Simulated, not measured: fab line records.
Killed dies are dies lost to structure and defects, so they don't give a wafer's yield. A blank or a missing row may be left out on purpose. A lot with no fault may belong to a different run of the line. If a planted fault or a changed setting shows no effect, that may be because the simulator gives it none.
Struck lot and sound lot, side by side | flow nandHarc | 15 out of 1302 route steps
Sound: the wafers L983.2, L983.3, L983.6. The struck wafers were L977.4, L977.5, L977.6. The cause comes at the end.
At each step with rows: each side's tool, then ch and its chambers, then its first start. Under that, the readings that differ: sound wafers | struck wafers | difference of the means | sigmas: that difference in standard deviations of wafers without a fault.
alike: a reading whose means differ by less than 2 such deviations, as well as words and numbers matching on both sides. not compared: withheld readings; readings where some wafer has no value; bounds like >300 that might hide an equal value; numbers whose values overlap and for which the record gives no deviation.
Wherever a step has rows on one side only, a row that says differs or no value, or a row with sigmas, the two part there. Non-overlapping numbers with no deviation appear without sigmas and do not part them. Lack of a reading on every wafer of one side parts them only where that side has two or more wafers.

first, 3 steps without rows for these wafers: NHARC_A_CONTACT_EXPOSE_05 (exposes mask A CC); NHARC_A_CONTACT_PEB_06 (peb time 65 s); NHARC_A_CONTACT_DEVELOP_07 (develop time 35 s).
NHARC_A_CONTACT_CD_MEAS_08 targets a cd of 200 nm.
  sound on cdSem-03 ch 0, day 30 09:35; struck on cdSem-01 ch 0, day 27 08:39
  alike: cdNm
NHARC_A_CONTACT_OVL_MEAS_09:
  sound on overlay-01 at day 30 09:40; struck on overlay-01 at day 27 08:44
reading         | sound          | struck      | difference | sigmas
overlayXNm (nm) | -1.7 -1.4 -1.4 | 1.0 0.9 0.5 | +2.3       | +2
  alike: overlayYNm
NHARC_A_CONTACT_INSPECT_10:
  sound on defectInspect-02 at day 30 09:42; struck on defectInspect-01 at day 27 08:46
  alike: rawDefectCount
NHARC_A_CONTACT_DESCUM_13: chemistry O2, time 3 s.
  sound on rieDiel-11 ch 0,2,3, day 30 09:46; struck on rieDiel-11 ch 0,1, day 27 08:50
  alike: drypumpMotorCurrentA, oesProductAu, rfVppV, showerheadPlenumPTorr, throttleValvePct
  not compared: rfHoursCounterH
then, 1 step without rows for these wafers: NHARC_A_CONTACT_ETCH_88 (etches the open film in CF4, target depth 39 nm, time 65 s).
NHARC_A_CONTACT_ETCH_89: etches the open film in N2/H2, target depth 260 nm, time 475.3 s.
  sound: rieDiel-11 ch 0,1,3; struck: rieDiel-11 ch 2,3
  alike: biasW, chamberPressureMTorr, drypumpMotorCurrentA, oesProductAu, rfVppV, showerheadPlenumPTorr, throttleValvePct
  not compared: rfHoursCounterH
NHARC_A_CONTACT_ETCH_30: etches the open film in CF4/CHF3, target depth 72.6 nm, time 36.3 s.
  sound: rieDiel-11 ch 0,2; struck: rieDiel-11 ch 0,3
  alike: biasW, cf4FlowSccm, drypumpMotorCurrentA, oesProductAu, rfVppV, showerheadPlenumPTorr, throttleValvePct
  not compared: rfHoursCounterH
then, 1 step without rows for these wafers: NHARC_A_CONTACT_ETCH_31 (etches the open film in O2/COS, target depth 2800 nm, time 728 s).
NHARC_A_CONTACT_ETCH_134: etches the open film in C4F8/O2/Ar, time 140 s, target depth 700 nm.
  sound on harCapEtch-01 ch 0,1, day 30 10:55; struck on harCapEtch-01 ch 0,1, day 27 10:01
  alike: chamberPressureMTorr, oesAirLineAu
  not compared: rfHoursCounterH
NHARC_A_CONTACT_ETCH_135: etches the open film in C4F8/O2/Ar, time 311 s, target depth 1912 nm.
  sound on harCapEtch-01 ch 0,1, day 30 11:08; struck on harCapEtch-01 ch 0,1, day 27 10:14
  no value came back on the struck wafers for chamberPressureMTorr (mTorr), oesAirLineAu (a.u.), timeS (s); on the sound wafers chamberPressureMTorr (mTorr) reads 20.026 19.995 19.978
  not compared: rfHoursCounterH
NHARC_A_CONTACT_ETCH_136: etches the open film in C4F8/O2/Ar, time 311 s, target depth 1912 nm.
  sound on harCapEtch-01 ch 0,1, day 30 11:24; struck on harCapEtch-01 ch 0,1, day 27 10:31
  alike: chamberPressureMTorr, oesAirLineAu
  not compared: rfHoursCounterH
-- the record jumps here: 5 days lie between the struck wafers' starts before and after (it left off in module A_CONTACT and takes up again in module END, whose first step shown is number 1302 of the route) --
NHARC_END_SORT_01:
  sound on prober-01 ch 0, day 33 08:41; struck on prober-02 ch 0, day 32 03:06
reading       | sound    | struck      | difference | sigmas
killedAtArray | 59 81 65 | 671 668 670 | +601       | +33
killedDies    | 62 84 67 | 677 677 677 | +606       | +34
  alike: killedAtOther, killedAtPeriphery, killedOpen, killedShort

WHERE THEY PART
At NHARC_A_CONTACT_OVL_MEAS_09 first; at NHARC_END_SORT_01 last (within this record only).

WHY: the cause the simulator had injected
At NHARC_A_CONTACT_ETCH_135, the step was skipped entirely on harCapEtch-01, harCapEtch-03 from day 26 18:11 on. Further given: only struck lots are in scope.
